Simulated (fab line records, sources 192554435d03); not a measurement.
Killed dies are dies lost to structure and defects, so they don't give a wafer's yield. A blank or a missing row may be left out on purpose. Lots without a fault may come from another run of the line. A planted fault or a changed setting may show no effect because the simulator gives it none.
Split-lot experiment | flow n5_finfet | 7 lots, 21 wafers read, on a route of 1938 steps

THE SPLIT
At N5_BEOL_M0_ETCH_138 (etches SiCN in CH3F/O2, target depth 12 nm, time 31.6 s), the setting source_w was moved away from the recipe's 395 W on 9 of the 21 wafers read, by -11.8% to +16.1%. The other wafers ran this setting at the recipe's value.

The reading is taken at the split's own step.

THE READING
rf_vpp_V, in V, at N5_BEOL_M0_ETCH_138 (etches SiCN in CH3F/O2, target depth 12 nm, time 31.6 s). Fault-free wafers of this fab line usually give 297.5 V, standard deviation 1.4 V.

wafer  | tool, chamber at the split | source_w as run, W | against the recipe | rf_vpp_V, V | against lot-mates on the recipe
L078.2 | rie_diel-05, 1             | 395                | recipe             | 299.4       | -
L078.4 | rie_diel-05, 0             | 395                | recipe             | 298.9       | -
L078.5 | rie_diel-05, 3             | 395                | recipe             | 295.4       | -
L082.3 | rie_diel-03, 3             | 395                | recipe             | 296.3       | -
L082.4 | rie_diel-03, 1             | 348.5              | -11.8%             | 310.7       | +13.8
L082.5 | rie_diel-03, 2             | 395                | recipe             | 297.5       | -
L087.2 | rie_diel-05, 0             | 420.6              | +6.5%              | 291.6       | no lot-mate on the recipe
L087.3 | rie_diel-05, 2             | 420.6              | +6.5%              | 292.1       | no lot-mate on the recipe
L087.6 | rie_diel-05, 2             | 420.6              | +6.5%              | 294.4       | no lot-mate on the recipe
L088.1 | rie_diel-01, 1             | 439.9              | +11.4%             | 287.4       | -11.2
L088.2 | rie_diel-01, 3             | 439.9              | +11.4%             | 287.0       | -11.6
L088.3 | rie_diel-01, 0             | 395                | recipe             | 298.6       | -
L089.2 | rie_diel-01, 0             | 395                | recipe             | 294.6       | -
L089.3 | rie_diel-01, 1             | 351.2              | -11.1%             | 307.6       | +11.6
L089.5 | rie_diel-01, 3             | 395                | recipe             | 297.5       | -
L092.1 | rie_diel-03, 3             | 458.7              | +16.1%             | 281.6       | -15.7
L092.2 | rie_diel-03, 1             | 458.7              | +16.1%             | 284.2       | -13.1
L092.5 | rie_diel-03, 2             | 395                | recipe             | 297.3       | -
L095.1 | rie_diel-01, 0             | 395                | recipe             | 296.4       | -
L095.4 | rie_diel-01, 2             | 395                | recipe             | 297.2       | -
L095.6 | rie_diel-01, 1             | 395                | recipe             | 296.6       | -

THE FIT
A straight line over all 21 wafers: rf_vpp_V changes by -0.919 V for each +1% of source_w; r = -0.98; the points scatter about the line by 1.5 V.
The same after taking each lot's own level away (the mean of its wafers on the recipe; 18 wafers): -0.984 V for each +1%; r = -0.99; scatter 1.3 V.
On that fit, the largest move of source_w shifts the reading by 16 V.
The lots' own levels span 296.05 to 298.60 V, that is 1.8 times the standard deviation above.
So the lot-to-lot level changes the slope little: the two slopes agree.
Check: with one of the wafers moved furthest among these (+16.1%) left out of the fit, the line predicts -15.5 V for it against its lot-mates. It came out at -15.7 V against them.
Tool readings at the split's step, against how far the setting was moved: rf_vpp_V r = -0.98.

OTHER SPLITS ON THESE WAFERS
These wafers also went through other splits before the reading. Each is held against what the fit with the lots' levels taken away leaves over:
other split on the same wafers         | wafers away from the commonest value | r with rf_vpp_V (lot level and that fit taken away)
N5_GATE_CUT_ETCH_36 cf4_flow_sccm      | 7                                    | +0.04
N5_MOL_CONTACT_COAG_ALD_131 ald_cycles | 4                                    | -0.02

THE FILE'S OWN FIT
rf_vpp_V changes by -1 V for each +1% of source_w, r = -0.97.
